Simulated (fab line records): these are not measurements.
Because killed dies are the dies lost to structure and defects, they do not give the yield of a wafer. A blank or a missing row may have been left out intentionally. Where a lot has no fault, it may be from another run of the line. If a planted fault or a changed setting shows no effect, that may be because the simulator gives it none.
Comparing a struck lot with a sound one ; flow nand harc ; 40 out of 1302 route steps
Sound: wafers L571.2, L571.3, L571.4. The struck wafers were L589.1, L589.3, L589.4. Last of all comes the cause.
At each step with rows: each side's tool, then ch and its chambers, then its first start. Under that, the readings that differ: sound wafers ; struck wafers ; difference of the means ; sigmas: that difference in standard deviations of wafers without a fault.
alike: words and numbers the same on both sides, and readings whose means are apart by under 2 such deviations; not compared: readings that were withheld, readings missing a value for some wafer, numbers with overlapping values and no deviation given by the record, and bounds like >300 which may hide the same value.
A row with sigmas, a row that says differs or no value, or rows on one side alone: a step with any of these is where the two part. Non-overlapping numbers with no deviation appear without sigmas and do not part them. A reading missing from all wafers of one side parts the sides only when that side holds two or more wafers.

first, 6 steps without rows for these wafers: NHARC_A_STAIRCASE_EBR_246; NHARC_A_STAIRCASE_EXPOSE_247 (exposes mask SDS 1); NHARC_A_STAIRCASE_PEB_248 (peb time 130 s); NHARC_A_STAIRCASE_DEVELOP_249 (time 140 s); NHARC_A_STAIRCASE_HARDBAKE_251 (time 140 s); NHARC_A_STAIRCASE_DESCUM_252 (chemistry O2, time 3 s).
NHARC_A_STAIRCASE_ETCH_253: etches the open film in C4F8/O2, target depth 50 nm, time 20.2 s.
  sound on rie diel-01 ch 0,2,3, day 16 11:58; struck on rie diel-08 ch 1,2, day 24 11:05
  alike: oes product au, rf vpp V
  not compared: rf hours counter h
then, 4 steps without rows for these wafers: NHARC_A_STAIRCASE_STRIP_254 (strips in O2); NHARC_A_STAIRCASE_STRIP_255 (strips in SPM, time 900 s); NHARC_A_STAIRCASE_PRECLEAN_256 (cleans in SC1); NHARC_A_STAIRCASE_SRD_257.
NHARC_A_STAIRCASE_HM_DEP_456: deposits aC, target thk 3100 nm.
  sound on acl dep-03 ch 0, day 16 14:32; struck on acl dep-03 ch 0, day 24 12:17
  alike: throttle valve pct
then, 11 steps without rows for these wafers: NHARC_A_STAIRCASE_DEP_259 (deposits SiON, target thk 30 nm); NHARC_A_STAIRCASE_DEHYDRATE_260 (time 120 s); NHARC_A_STAIRCASE_HMDS_261 (time 30 s); NHARC_A_STAIRCASE_COAT_262; NHARC_A_STAIRCASE_SOFTBAKE_263 (time 170 s); NHARC_A_STAIRCASE_EBR_264; NHARC_A_STAIRCASE_EXPOSE_265 (exposes mask CHOP 200); NHARC_A_STAIRCASE_PEB_266 (peb time 130 s); NHARC_A_STAIRCASE_DEVELOP_267 (time 140 s); NHARC_A_STAIRCASE_HARDBAKE_269 (time 140 s); NHARC_A_STAIRCASE_DESCUM_270 (chemistry O2, time 3 s).
NHARC_A_STAIRCASE_ETCH_271: etches the open film in CF4/CHF3.
  sound on rie diel-01 ch 0,2,3, day 16 17:00; struck on rie diel-10 ch 0,1,3, day 24 15:12
reading;sound;struck;difference;sigmas
rf hours counter h (h);57 53 56;43 40 43;-13;
  alike: drypump motor current A, oes product au, rf vpp V, showerhead plenum p Torr, throttle valve pct
NHARC_A_STAIRCASE_HM_OPEN_457: chemistry O2/COS.
  sound on rie diel-01 ch 1,2,3; struck on rie diel-10 ch 0,1,3
reading;sound;struck;difference;sigmas
rf hours counter h (h);53 56 52;40 43 43;-12;
  alike: drypump motor current A, oes product au, rf vpp V, showerhead plenum p Torr, throttle valve pct
then, 2 steps without rows for these wafers: NHARC_A_STAIRCASE_STRIP_458 (strips in O2/COS); NHARC_A_STAIRCASE_ETCH_451 (etches the open film in CF4/O2, target depth 30 nm, overetch 3 nm, time 16.5 s).
NHARC_A_STAIRCASE_ETCH_273: etches the open film in C4F8/O2/Ar, target depth 10200 nm, time 2468.6 s.
  sound on rie diel-01 ch 0,1,2; struck on rie diel-10 ch 0,2,3
reading;sound;struck;difference;sigmas
rf hours counter h (h);58 56 53;44 41 46;-12;
  alike: oes product au, rf vpp V
NHARC_A_STAIRCASE_STRIP_274: strips in O2.
  sound on rie diel-01 ch 0,1,3; struck on rie diel-10 ch 0,1,3
reading;sound;struck;difference;sigmas
rf hours counter h (h);54 59 54;42 45 44;-12;
  alike: drypump motor current A, oes product au, rf vpp V, showerhead plenum p Torr, throttle valve pct
then, 10 steps without rows for these wafers: NHARC_A_STAIRCASE_STRIP_275 (strips in SPM, time 900 s); NHARC_A_STAIRCASE_PRECLEAN_276 (cleans in SC1); NHARC_A_STAIRCASE_SRD_277; NHARC_A_STAIRCASE_HM_DEP_459 (deposits aC, target thk 1500 nm); NHARC_A_STAIRCASE_DEP_280 (deposits SiON, target thk 30 nm); NHARC_A_STAIRCASE_DEHYDRATE_281 (time 120 s); NHARC_A_STAIRCASE_HMDS_282 (time 30 s); NHARC_A_STAIRCASE_COAT_283; NHARC_A_STAIRCASE_SOFTBAKE_284 (time 170 s); NHARC_A_STAIRCASE_EBR_285.
-- break in the record here, with 9 days between the starts of the struck wafers on either side (left off in module A_STAIRCASE, picked up again in module END, where the first step shown is number 1302 on the route) --
NHARC_END_SORT_01:
  only the struck wafers appear in the record here, on prober-01 ch 0 at day 33 05:04; the sound ones have no rows

== WHERE THEY PART ==
At NHARC_END_SORT_01 and nowhere else, as far as this record goes.

WHY: the cause the simulator had injected
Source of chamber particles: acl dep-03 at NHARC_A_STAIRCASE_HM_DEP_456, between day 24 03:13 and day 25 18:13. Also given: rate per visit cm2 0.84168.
